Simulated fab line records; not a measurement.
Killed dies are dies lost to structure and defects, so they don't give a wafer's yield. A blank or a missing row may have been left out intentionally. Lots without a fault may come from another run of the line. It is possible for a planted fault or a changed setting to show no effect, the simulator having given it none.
A struck lot beside a sound one | flow n5 finfet | 16 out of 1938 route steps
Sound: wafers L245.2, L245.5, L245.6. Struck: wafer L265.6; the same lot's L265.1 was not struck, so it is left out; see the end for the cause.
Per side, at each step with rows, come the tool, then ch with its chambers, and then its first start. Under that, the readings that differ: sound wafers | struck wafers | difference of the means | sigmas: that difference in standard deviations of wafers without a fault.
alike: readings with means less than 2 such deviations apart, plus words and numbers identical on both sides. not compared: withheld readings, readings lacking a value on some wafer, bounds such as >300 that could conceal the same value, and numbers that have no deviation in the record and whose values overlap.
Wherever a step has rows on one side only, a row that says differs or no value, or a row with sigmas, the two part there. When numbers do not overlap yet have no deviation, they are printed without sigmas and do not part them. Lack of a reading on every wafer of one side parts them only where that side has two or more wafers.

N5_BEOL_M0_SAQP_STRIP_75: strips in CF4.
  sound on rie diel-02 ch 0,1, day 6 01:15; struck on rie diel-02 ch 2, day 11 04:09
  reading              | sound             | struck | difference | sigmas
  cf4 flow sccm (sccm) | 149.3 149.8 149.8 | 150.6  | +1.0       | +2
  alike: drypump motor current A, oes product au, rf vpp V, showerhead plenum p Torr, throttle valve pct
  not compared: rf hours counter h
then, 7 steps without rows for these wafers: N5_BEOL_M0_CUTY_COAT_50 (time 60 s, resist thk 15 nm); N5_BEOL_M0_CUTY_COAT_51 (resist thk 150 nm); N5_BEOL_M0_CUTY_EBR_52; N5_BEOL_M0_CUTY_SOFTBAKE_53 (time 60 s); N5_BEOL_M0_CUTY_EXPOSE_54 (exposes mask M0 ABLK); N5_BEOL_M0_CUTY_PEB_55 (peb time 60 s); N5_BEOL_M0_CUTY_DEVELOP_56 (develop time 30 s).
N5_BEOL_M0_CUTY_CD_MEAS_57: the cd target is 200 nm.
  sound on cd sem-03 ch 0, day 6 01:31; struck on cd sem-01 ch 0, day 11 04:32
  alike: cd nm
N5_BEOL_M0_CUTY_OVL_MEAS_58:
  sound on overlay-02 ch 0, day 6 01:33; struck on overlay-01 ch 0, day 11 04:34
  alike: M0_ABLK_OVL
N5_BEOL_M0_CUTY_INSPECT_59: inspects for defects (macro).
  sound on defect inspect-01 at day 6 01:34; struck on defect inspect-02 at day 11 04:35
  alike: raw defect count
N5_BEOL_M0_CUTY_DESCUM_61: chemistry O2, time 7.9 s.
  sound on rie diel-01 ch 1,3, day 6 01:36; struck on rie diel-01 ch 0, day 11 04:55
  alike: drypump motor current A, o2 flow sccm, oes product au, rf vpp V, showerhead plenum p Torr, throttle valve pct
  not compared: rf hours counter h
N5_BEOL_M0_CUTY_ETCH_62: etches SiARC in CF4, time 58.5 s.
  sound on rie diel-01 ch 1,3, day 6 01:38; struck on rie diel-01 ch 0, day 11 04:57
  reading               | sound          | struck | difference | sigmas
  etch rf on time s (s) | 57.3 57.4 57.5 | 116.4  | +59.0      | +42
  alike: cf4 flow sccm, drypump motor current A, oes product au, rf vpp V, showerhead plenum p Torr, throttle valve pct
  not compared: rf hours counter h
N5_BEOL_M0_CUTY_ETCH_63: etches SOC in N2/H2, target depth 82.7 nm, overetch 16.5 nm, time 124 s.
  sound on rie diel-01 ch 1,3, day 6 01:41; struck on rie diel-01 ch 0, day 11 04:59
  alike: drypump motor current A, oes product au, rf vpp V, showerhead plenum p Torr, throttle valve pct
  not compared: rf hours counter h
-- record jumps: 3 days separate the struck wafers' starts on either side; left off in module BEOL_M0_CUTY, taken up again in module BEOL_M4, whose first shown step is the route's number 1111 --
N5_BEOL_M4_RC_MEAS_101:
  sound on prober-01 ch 0, day 8 17:26; struck on prober-02 ch 0, day 13 23:56
  alike: DIBL_N, DIBL_P, IOFF_N, IOFF_P, ION_N, ION_P, SS_N, SS_P, VT_N, VT_P
N5_PASSIVATION_PROBE_49:
  rows exist in the record for the sound wafers here (prober-02, day 13 14:20), none for the struck ones

WHERE THEY PART
Earliest at N5_BEOL_M0_SAQP_STRIP_75; latest, in this record, at N5_PASSIVATION_PROBE_49.

WHY: the cause the simulator had injected
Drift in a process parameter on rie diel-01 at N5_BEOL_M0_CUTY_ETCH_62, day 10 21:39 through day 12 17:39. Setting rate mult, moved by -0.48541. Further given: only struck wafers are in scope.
